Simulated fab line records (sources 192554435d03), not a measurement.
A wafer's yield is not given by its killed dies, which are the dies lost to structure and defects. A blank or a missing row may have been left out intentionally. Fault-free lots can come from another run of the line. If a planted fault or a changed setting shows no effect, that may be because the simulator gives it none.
Lot-split experiment    flow n5_finfet    21 wafers read from 7 lots, route of 1938 steps

== ABOUT THE SPLIT ==
At N5_FIN_SAQP_PEB_14 (peb time 60 s), the setting peb_time_s was moved away from the recipe's 60 s on 6 of the 21 wafers read, by -17.8% to +18.4%. All remaining wafers had this setting at the recipe value.

== SPLIT TO READING: what lies between them in the file, 1 step ==
- N5_FIN_SAQP_DEVELOP_15: develop time 30 s

== THE READING ==
cd_nm at N5_FIN_SAQP_CD_MEAS_16, given in nm (cd target 35.6 nm). Typical for fault-free wafers on this fab line: 35.59 nm, with standard deviation 0.25 nm.

wafer   tool, chamber at the split  peb_time_s as run, s  against the recipe  cd_nm, nm  against lot-mates on the recipe
L076.1  litho_track-03, 0           60                    recipe              35.38      -
L076.2  litho_track-03, 0           60                    recipe              35.60      -
L076.5  litho_track-03, 0           51.01                 -15.0%              37.94      +2.45
L077.4  litho_track-03, 0           60                    recipe              34.82      -
L077.5  litho_track-03, 0           60                    recipe              35.48      -
L077.6  litho_track-03, 0           60                    recipe              35.51      -
L082.1  litho_track-05, 0           60                    recipe              35.71      -
L082.2  litho_track-05, 0           49.64                 -17.3%              38.69      +2.98
L082.5  litho_track-05, 0           49.64                 -17.3%              38.55      +2.84
L084.2  litho_track-05, 0           60                    recipe              35.37      -
L084.5  litho_track-05, 0           60                    recipe              35.72      -
L084.6  litho_track-05, 0           60                    recipe              35.74      -
L089.1  litho_track-05, 0           60                    recipe              35.26      -
L089.4  litho_track-05, 0           71.06                 +18.4%              33.59      -1.96
L089.6  litho_track-05, 0           60                    recipe              35.85      -
L093.2  litho_track-02, 0           60                    recipe              35.74      -
L093.4  litho_track-02, 0           60                    recipe              35.84      -
L093.5  litho_track-02, 0           60                    recipe              35.70      -
L094.1  litho_track-02, 0           49.32                 -17.8%              38.38      +2.61
L094.2  litho_track-02, 0           60                    recipe              35.77      -
L094.4  litho_track-02, 0           49.32                 -17.8%              38.88      +3.11

FIT RESULTS
A straight line over all 21 wafers: cd_nm changes by -0.156 nm for each +1% of peb_time_s; r = -0.97; the points scatter about the line by 0.34 nm.
The same after taking each lot's own level away (the mean of its wafers on the recipe; 21 wafers): -0.15 nm for each +1%; r = -0.98; scatter 0.28 nm.
The reading moves by 2.8 nm for the largest change in peb_time_s, on that fit.
From 35.270 to 35.770 nm: that is the span of the lots' own levels, equal to 2.0 times the standard deviation above.
So the lot-to-lot level changes the slope little: the two slopes agree.
Check: -3.03 nm against its lot-mates is what the line predicts for one of the wafers moved furthest among these (+18.4%) when that wafer is left out of the fit. It came out at -1.96 nm against them.

== OTHER SPLITS APPLIED TO THESE WAFERS ==
Other splits were also applied to these wafers ahead of the reading. Each is held against what the fit with the lots' levels taken away leaves over:
other split on the same wafers           wafers away from the commonest value  r with cd_nm (lot level and that fit taken away)
N5_ZERO_LAYER_EXPOSE_08 dose_mj          10                                    +0.15
N5_ZERO_LAYER_DEVELOP_10 develop_time_s  6                                     +0.45

== FILE'S OWN FIT ==
cd_nm changes by -0.148 nm for each +1% of peb_time_s, r = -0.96.
